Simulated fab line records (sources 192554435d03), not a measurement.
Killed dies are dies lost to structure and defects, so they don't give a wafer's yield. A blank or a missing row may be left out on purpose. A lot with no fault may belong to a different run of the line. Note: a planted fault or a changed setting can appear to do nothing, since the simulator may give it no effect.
Split-lot trial -- flow n5-finfet -- 21 wafers read across 7 lots, on a route 1938 steps long

ON THE SPLIT
At N5_BEOL_M15_ILD_DEP_00 (deposits SiO2 from TEOS/O2, target thk 1629.3 nm, time 346.1 s), the setting time-s was moved away from the recipe's 346.1 s on 5 of the 21 wafers read, by -14.9% to +12.3%. This setting was run at the recipe's value on the other wafers.

Split to reading: the file shows no intervening step.

THE READING
M15_ILD_THK (nm), taken at N5_BEOL_M15_THK_MEAS_01. A value of 1630 nm with a standard deviation of 21 nm is what fault-free wafers of this fab line usually give.

wafer,"tool, chamber at the split","time-s as run, s",against the recipe,"M15_ILD_THK, nm",against lot-mates on the recipe
L074.1,"pecvd-01, 2",346.1,recipe,1624,-
L074.2,"pecvd-01, 1",294.5,-14.9%,1401,-223
L074.6,"pecvd-01, 2",294.5,-14.9%,1404,-220
L076.1,"pecvd-03, 2",385.4,+11.4%,1812,+190
L076.2,"pecvd-03, 0",346.1,recipe,1621,-
L076.3,"pecvd-03, 1",346.1,recipe,1623,-
L082.1,"pecvd-04, 0",346.1,recipe,1596,-
L082.4,"pecvd-04, 2",346.1,recipe,1618,-
L082.6,"pecvd-04, 0",346.1,recipe,1633,-
L087.4,"pecvd-01, 0",365.9,+5.7%,1720,+93
L087.5,"pecvd-01, 2",346.1,recipe,1618,-
L087.6,"pecvd-01, 1",346.1,recipe,1636,-
L089.1,"pecvd-01, 0",346.1,recipe,1629,-
L089.2,"pecvd-01, 2",346.1,recipe,1659,-
L089.4,"pecvd-01, 0",346.1,recipe,1651,-
L094.1,"pecvd-03, 0",388.7,+12.3%,1822,+183
L094.3,"pecvd-03, 2",346.1,recipe,1613,-
L094.5,"pecvd-03, 2",346.1,recipe,1665,-
L095.2,"pecvd-04, 0",346.1,recipe,1597,-
L095.4,"pecvd-04, 0",346.1,recipe,1641,-
L095.6,"pecvd-04, 2",346.1,recipe,1625,-

THE FIT
A straight line over all 21 wafers: M15_ILD_THK changes by +15.5 nm for each +1% of time-s; r = +0.98; the points scatter about the line by 17 nm.
The same after taking each lot's own level away (the mean of its wafers on the recipe; 21 wafers): +15.2 nm for each +1%; r = +0.99; scatter 15 nm.
The reading moves by 2.3e+02 nm for the largest change in time-s, on that fit.
The span of the lots' own levels, 1615.7 to 1646.3 nm, comes to 1.5 times the standard deviation stated above.
Hence the lot-to-lot level has little effect on the slope; both slopes agree.
Check: -227 nm against its lot-mates is what the line predicts for one of the wafers moved furthest among these (-14.9%) when that wafer is left out of the fit. It came out at -223 nm against them.

ADDITIONAL SPLITS CARRIED BY THESE WAFERS
Before the reading, these wafers also passed through other splits. Each is held against what the fit with the lots' levels taken away leaves over:
other split on the same wafers,wafers away from the commonest value,r with M15_ILD_THK (lot level and that fit taken away)
N5_BEOL_M14_DEVELOP_27 develop-time-s,8,-0.20
N5_BEOL_M14_DEP_53 time-s,7,-0.25

THE WHOLE CHAIN: every reading that the file lists as answering this split, in the file's order
step,what it does,reading,change (the file's fit),r (the file's)
N5_BEOL_M15_ILD_DEP_00,"deposits SiO2 from TEOS/O2, target thk 1629.3 nm, time 346.1 s","SiO2_of_BEOL_M15_ILD_DEP_00.thk-nm (the simulator's own value, which no gauge read)",+15.4 nm for each +1% of the setting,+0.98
N5_BEOL_M15_THK_MEAS_01,,M15_ILD_THK,+15.4 for each +1% of the setting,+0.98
N5_BEOL_M15_VIA_ETCH_16,"etches SiO2 in C4F8/O2/Ar, target depth 1792.2 nm","etch.depth-nm (the simulator's own value, which no gauge read)",+15.4 nm for each +1% of the setting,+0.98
N5_BEOL_M15_VIA_ETCH_16,"etches SiO2 in C4F8/O2/Ar, target depth 1792.2 nm","coat_of_BEOL_M15_COAT_04.thk-nm (the simulator's own value, which no gauge read)",-3.75 nm for each +1% of the setting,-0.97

THE FILE'S OWN FIT
M15_ILD_THK changes by +15.4 nm for each +1% of time-s, r = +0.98.
